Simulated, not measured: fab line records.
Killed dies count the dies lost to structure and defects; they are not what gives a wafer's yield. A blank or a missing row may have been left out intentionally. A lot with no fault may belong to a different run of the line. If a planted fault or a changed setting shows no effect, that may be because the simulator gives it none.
fab line records	flow nand-harc	part 2 of 2: steps 5 to 6 of 6
record lots=21	wafers=63	last-day=33
route steps=1302 shown A_SLIT@935 A_CONTACT@1000
lots with no fault: from the same line, run without faults
start-h: start of the lot's first displayed wafer, in hours after the record's first day	wait-h: how many hours have passed since the lot's step before this one	" same as the row above	L1.1+2: one row covering several wafers at once	- no value present, or no start provided	* or withheld: withheld	< > ~ a bound
route shown NAME@n: a module of which the file shows steps, and the number in the route of the first	usual: the fault-free wafers' mean and standard deviation	same: alike in all rows	chamber/n: place in a boat	sites: readings site by site	_std_site: their standard deviation	_edge_site: inner sites' mean taken away from outer sites' mean	radius-mm: how far each site lies from the wafer's centre	mask NAME#n: copy n	behind: the tool/chamber that last shaped the wafer	hold: why the lot was held/for how many hours/how that ended	device: transistor that didn't switch, given as n, p or np	end of line: tests of these same wafers at the route's end	a step with no rows: only its recipe	killed: count of dies lost to structure and defects at first sort (not the wafer's yield)	map: dies across one wafer; x = killed, . = not, _ = none there
set.NAME: the setting that was run; set.NAME@STEP: the one run at that earlier step	model.NAME: the simulator's own value behind a step, which no gauge read
steps of the route over a sample of lots; a table a step, a row a wafer
services: from which hour (start-h, from the record's first day; less than 0 if before it) a tool's chamber was out of use, for how many hours, and why
## steps
# step NHARC_A_CONTACT_ETCH_50
# recipe target-depth-a=1210	time-s=60.5	cf4-flow-sccm=100	chf3-flow-sccm=30	ar-flow-sccm=0	rf-w=500	bias-w=200	chemistry=CF4/CHF3
# usual bias-w=200.0/0.59	drypump-motor-current-A=5.9/0.33	mfc-ar-sccm=0.008/0.012	oes-product-au=0.954/0.023	rf-vpp-V=369.1/1.7	showerhead-plenum-p-Torr=1.53/0.043	throttle-valve-pct=16.801/0.0087
lot.wafer	tool	chamber	start-h	wait-h	bias-w	drypump-motor-current-A	mfc-ar-sccm	oes-product-au	rf-hours-counter-h	rf-vpp-V	showerhead-plenum-p-Torr	throttle-valve-pct
L076.4	rie-diel-11	3	-	-	201.0	6.2	0.021	0.996	13	369.8	1.53	16.806
L076.1	"	0	"	"	199.3	5.9	0	0.968	13	367.1	1.47	16.811
L076.3	"	2	"	"	200.4	5.7	0.032	0.979	12	369.2	1.51	16.794
L075.4	rie-diel-06	0	-	-	200.5	5.5	0	0.967	3	372.1	1.65	16.811
L075.6	"	1	"	"	198.7	5.7	0	0.969	-	371.1	1.55	16.799
L075.5	"	2	"	"	199.8	6.6	0	0.955	-	369.2	1.53	16.806
L077.3	rie-diel-11	1	-	-	199.6	5.9	0	0.978	12	369.9	1.56	16.807
L077.6	"	2	"	"	200.1	5.7	0.032	0.976	-	367.2	1.51	16.799
L077.5	"	3	"	"	199.9	6.2	0.021	0.972	-	368.9	1.53	16.800
L074.1	rie-diel-06	2	-	-	201.5	6.6	0	0.953	8	368.8	1.53	16.795
L074.6	"	0	"	"	200.5	5.5	0	0.970	-	372.8	1.65	16.805
L074.5	"	1	"	"	200.3	5.7	0	0.994	-	370.4	1.55	16.820
L078.1	rie-diel-08	0	-	-	200.8	5.2	0.009	0.926	47	370.8	1.56	16.799
L078.4	"	3	"	"	200.9	5.5	0	0.915	-	367.5	1.47	16.803
L078.5	"	0	"	"	200.0	5.2	0.009	0.936	-	369.0	1.56	16.795
L081.1	rie-diel-11	3	-	-	200.7	6.2	0.021	0.980	24	368.7	1.53	16.802
L081.2	"	1	"	"	199.4	5.9	0	0.961	24	370.3	1.55	16.808
L081.5	"	3	"	"	199.6	6.2	0.021	0.991	-	368.1	1.53	16.787
L082.3	rie-diel-08	0	-	-	200.8	5.2	0.009	0.971	2	371.3	1.56	16.797
L082.1	"	1	"	"	199.8	5.7	0	0.965	2	370.2	1.59	16.802
L082.6	"	0	"	"	200.2	5.2	0.009	0.973	-	369.1	1.56	16.812
L083.3	rie-diel-06	2	-	-	199.9	6.7	0	0.954	31	371.3	1.52	16.790
L083.1	"	1	"	"	199.7	5.7	0	0.970	30	369.0	1.54	16.807
L083.4	"	1	"	"	200.0	5.7	0	0.969	-	368.0	1.54	16.799
L084.3	rie-diel-06	1	-	-	200.7	5.7	0	0.986	34	368.2	1.54	16.790
L084.2	"	2	"	"	200.5	6.6	0	0.955	37	367.9	1.52	16.781
L084.1	"	3	"	"	200.5	5.9	0	0.969	29	369.6	1.54	16.790
L086.2	rie-diel-11	0	-	-	198.9	5.9	0	0.922	31	367.2	1.47	16.818
L086.5	"	0	"	"	200.5	5.9	0	0.923	-	366.6	1.47	16.805
L086.6	"	1	"	"	199.8	5.8	0	0.919	-	369.9	1.55	16.803
L085.3	rie-diel-06	2	-	-	199.2	6.6	0	0.911	39	368.2	1.52	16.807
L085.6	"	1	"	"	199.2	5.6	0	0.935	-	370.2	1.54	16.798
L085.5	"	2	"	"	198.4	6.6	0	0.910	-	369.4	1.52	16.812
L087.3	rie-diel-11	3	-	-	200.5	6.2	0.021	0.937	33	368.3	1.53	16.799
L087.4	"	0	"	"	200.3	5.9	0	0.934	34	367.6	1.47	16.797
L087.5	"	2	"	"	200.2	5.7	0.032	0.927	-	368.2	1.51	16.812
L089.1	rie-diel-11	2	-	-	200.8	5.7	0.032	0.987	0	369.5	1.51	16.795
L089.2	"	0	"	"	201.0	5.9	0	0.982	1	367.7	1.47	16.781
L089.4	"	1	"	"	200.0	5.9	0	0.975	0	369.0	1.55	16.798
L091.4	rie-diel-11	1	-	-	200.0	5.9	0	0.958	4	369.5	1.55	16.800
L091.2	"	2	"	"	201.2	5.7	0.032	0.967	4	368.4	1.51	16.794
L091.3	"	3	"	"	200.3	6.2	0.021	0.935	3	367.9	1.53	16.800
L090.2	rie-diel-11	1	-	-	199.4	5.9	0	0.933	5	369.7	1.55	16.799
L090.1	"	2	"	"	200.3	5.7	0.032	0.945	5	369.0	1.51	16.802
L090.4	"	0	"	"	200.1	5.9	0	0.921	3	365.6	1.47	16.791
L092.1	rie-diel-11	0	-	-	200.9	5.9	0	0.980	5	365.4	1.47	16.789
L092.3	"	1	"	"	200.3	5.9	0	0.964	7	371.1	1.55	16.797
L092.6	"	3	"	"	199.9	6.2	0.021	0.978	-	368.3	1.53	16.816
L093.4	rie-diel-11	1	-	-	200.8	5.9	0	0.913	9	369.6	1.55	16.812
L093.6	"	2	"	"	200.9	5.7	0.032	0.941	-	369.2	1.51	16.799
L093.5	"	3	"	"	199.2	6.2	0.021	0.926	-	368.8	1.53	16.802
L094.1	rie-diel-08	1	-	-	199.7	5.7	0	0.934	45	372.2	1.58	16.806
L094.2	"	3	"	"	199.6	5.5	0	0.915	42	366.7	1.46	16.803
L094.4	"	0	"	"	200.2	5.2	0.009	0.940	45	371.5	1.55	16.794
L095.4	rie-diel-11	1	-	-	199.9	5.9	0	0.962	12	369.7	1.55	16.820
L095.1	"	3	"	"	199.1	6.2	0.021	0.985	12	368.4	1.52	16.803
L095.3	"	0	"	"	200.0	5.9	0	0.964	10	366.3	1.47	16.793
L096.3	rie-diel-11	0	-	-	199.7	5.9	0	0.969	11	365.7	1.47	16.791
L096.1	"	2	"	"	199.3	5.7	0.032	0.992	12	367.8	1.51	16.798
L096.5	"	0	"	"	199.5	5.9	0	0.956	-	366.9	1.46	16.795
L097.4	rie-diel-06	1	-	-	200.1	5.7	0	0.924	13	369.7	1.53	16.801
L097.3	"	3	"	"	200.5	5.9	0	0.908	17	368.4	1.53	16.809
L097.5	"	1	"	"	199.6	5.7	0	0.926	-	370.3	1.53	16.802
# step NHARC_A_CONTACT_ETCH_115
# recipe source-w=withheld	pressure-mtorr=20	bias-v=3000	time-s=190	target-depth-a=18500	ar-flow-sccm=withheld	c4f8-flow-sccm=withheld	o2-flow-sccm=withheld	chemistry=C4F8/O2/Ar
lot.wafer	tool	chamber	start-h	wait-h	rf-hours-counter-h
L076.1	har-cap-etch-03	0	508.57	0.2	38
L076.4	"	0	"	"	-
L076.3	"	1	"	"	-
L075.4	har-cap-etch-02	0	508.69	0.1	-
L075.6	"	1	"	"	-
L075.5	"	0	"	"	-
L077.3	har-cap-etch-02	1	513.38	0.1	-
L077.5	"	1	"	"	-
L077.6	"	0	"	"	-
L074.1	har-cap-etch-01	0	518.51	0.2	1
L074.5	"	1	"	"	-
L074.6	"	0	"	"	-
L078.1	har-cap-etch-01	1	526.89	0.2	3
L078.4	"	0	"	"	-
L078.5	"	1	"	"	-
L081.2	har-cap-etch-01	0	556.75	0.1	11
L081.1	"	1	"	"	11
L081.5	"	0	"	"	-
L082.1	har-cap-etch-03	0	566.59	0.1	51
L082.3	"	1	"	"	-
L082.6	"	1	"	"	-
L083.1	har-cap-etch-02	1	579.35	0.1	101
L083.4	"	0	"	"	-
L083.3	"	1	"	"	-
L084.2	har-cap-etch-02	1	591.03	0.1	103
L084.1	"	0	"	"	103
L084.3	"	0	"	"	-
L086.2	har-cap-etch-01	1	591.26	0.1	16
L086.6	"	1	"	"	-
L086.5	"	0	"	"	-
L085.3	har-cap-etch-02	1	599.25	0.1	-
L085.6	"	1	"	"	-
L085.5	"	0	"	"	-
L087.3	har-cap-etch-01	1	611.92	0.1	-
L087.4	"	0	"	"	-
L087.5	"	0	"	"	-
L089.2	har-cap-etch-02	0	634.68	0.1	110
L089.1	"	1	"	"	110
L089.4	"	1	"	"	-
L091.2	har-cap-etch-03	0	649.29	0.1	66
L091.3	"	1	"	"	-
L091.4	"	0	"	"	-
L090.2	har-cap-etch-01	1	650.12	0.1	27
L090.1	"	0	"	"	27
L090.4	"	1	"	"	-
L092.1	har-cap-etch-03	1	668.19	0.2	69
L092.3	"	1	"	"	-
L092.6	"	1	"	"	-
L093.4	har-cap-etch-01	1	670.88	0.1	-
L093.5	"	1	"	"	-
L093.6	"	0	"	"	-
L094.1	har-cap-etch-03	1	697.68	0.1	74
L094.2	"	0	"	"	74
L094.4	"	0	"	"	-
L095.1	har-cap-etch-01	1	699.71	0.1	35
L095.4	"	1	"	"	-
L095.3	"	0	"	"	-
L096.1	har-cap-etch-02	1	704.07	0.2	122
L096.3	"	1	"	"	-
L096.5	"	1	"	"	-
L097.3	har-cap-etch-03	0	721.89	0.1	-
L097.4	"	1	"	"	-
L097.5	"	1	"	"	-
## services
tool	chamber	start-h	hours	kind
rie-diel-06	-	484.74	9.0	pm
rie-diel-11	0	490.52	-	clean
rie-diel-11	1	490.52	-	clean
rie-diel-11	2	490.52	-	clean
rie-diel-11	3	490.52	-	clean
har-cap-etch-01	-	498.15	17.0	pm
rie-diel-08	1	507.94	34.1	repair
rie-diel-08	-	510.07	0.4	repair
rie-diel-11	0	515.02	-	clean
rie-diel-11	1	515.02	-	clean
rie-diel-11	2	515.02	-	clean
rie-diel-11	-	524.67	0.5	repair
rie-diel-11	3	538.83	4.8	repair
rie-diel-08	-	548.92	9.0	pm
rie-diel-06	-	552.38	2.1	repair
rie-diel-06	3	573.18	5.0	repair
rie-diel-08	-	590.30	1.9	repair
rie-diel-08	1	597.98	6.9	repair
rie-diel-11	-	610.09	9.0	pm
rie-diel-11	0	638.44	8.4	repair
rie-diel-11	3	641.77	4.4	repair
rie-diel-11	2	655.86	10.1	repair
rie-diel-06	-	661.74	9.0	pm
rie-diel-11	2	703.06	4.4	repair
